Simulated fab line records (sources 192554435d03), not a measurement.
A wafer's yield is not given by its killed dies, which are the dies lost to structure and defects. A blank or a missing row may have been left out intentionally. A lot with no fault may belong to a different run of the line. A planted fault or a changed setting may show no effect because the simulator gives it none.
Chamber matching | flow n5_finfet | N5_BEOL_M1_ALD_98 on ald_sin-03 has 4 sister chambers
The step deposits SiO2, target thk 2.5 nm, pulse time 1 s, co reactant pulse time 1 s. 20 wafers are shown with their chamber, then 10 later ones without.

## WAFERS WITH THEIR CHAMBER
wafer  | chamber | heater_power_w (W) | precursor_pulse_height_rel
L074.3 | 2       | 82                 | 0.981
L074.5 | 2       | 83                 | 0.978
L074.6 | 1       | 65                 | 0.992
L078.3 | 0       | 78                 | 0.985
L078.4 | 3       | 88                 | 1.000
L078.6 | 1       | 69                 | 1.013
L080.1 | 3       | 86                 | 0.987
L080.2 | 2       | 82                 | 0.966
L080.3 | 1       | 68                 | 0.986
L085.4 | 3       | 88                 | 0.968
L085.5 | 3       | 87                 | 0.976
L085.6 | 2       | 80                 | 1.029
L087.1 | 2       | 81                 | 1.013
L087.2 | 1       | 67                 | 0.993
L087.3 | 3       | 89                 | 1.024
L088.1 | 3       | 88                 | 0.992
L088.2 | 2       | 83                 | 1.001
L088.3 | 1       | 69                 | 0.992
L089.1 | 0       | 80                 | 0.996
L089.3 | 3       | 90                 | 1.000

SIGNATURES, as means of the wafers listed above
reading                    | chamber 0 | chamber 1 | chamber 2 | chamber 3 | scatter within a chamber
heater_power_w             | 79.00     | 67.60     | 81.83     | 88.00     | 1.37
precursor_pulse_height_rel | 0.99050   | 0.99520   | 0.99467   | 0.99243   | 0.0183
Rule: a wafer lies at a distance from a chamber equal to the root of the sum of squares, over the readings, of (its reading less the chamber's mean, divided by the reading's scatter). If the next closest chamber is less than 2 further off than the closest, the wafer can't be placed; otherwise it belongs to the closest. The scatter is the square root of a quotient: the sum, over the shown wafers, of each reading's squared deviation from its chamber's mean, divided by wafers minus chambers.

## WAFERS WITHOUT THEIR CHAMBER
wafer  | heater_power_w (W) | precursor_pulse_height_rel
L089.4 | 66                 | 1.003
L090.2 | 81                 | 1.003
L090.3 | 67                 | 0.990
L090.5 | 78                 | 1.029
L092.2 | 88                 | 1.014
L092.4 | 80                 | 0.979
L092.6 | 83                 | 1.007
L096.2 | 68                 | 1.000
L096.3 | 81                 | 0.984
L096.5 | 67                 | 0.988

## THE CHAMBER EACH PASSED THROUGH
wafer  | from the rows above     | in truth
L089.4 | 1                       | 1
L090.2 | can't be placed: 2 or 0 | 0
L090.3 | 1                       | 1
L090.5 | can't be placed: 0 or 2 | 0
L092.2 | 3                       | 3
L092.4 | can't be placed: 0 or 2 | 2
L092.6 | can't be placed: 2 or 0 | 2
L096.2 | 1                       | 1
L096.3 | can't be placed: 2 or 0 | 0
L096.5 | 1                       | 1
Correctly placed: 5 of 10. Can't be placed from these rows: 5 (the true chamber is among the candidates in 5). Wrongly placed: 0.
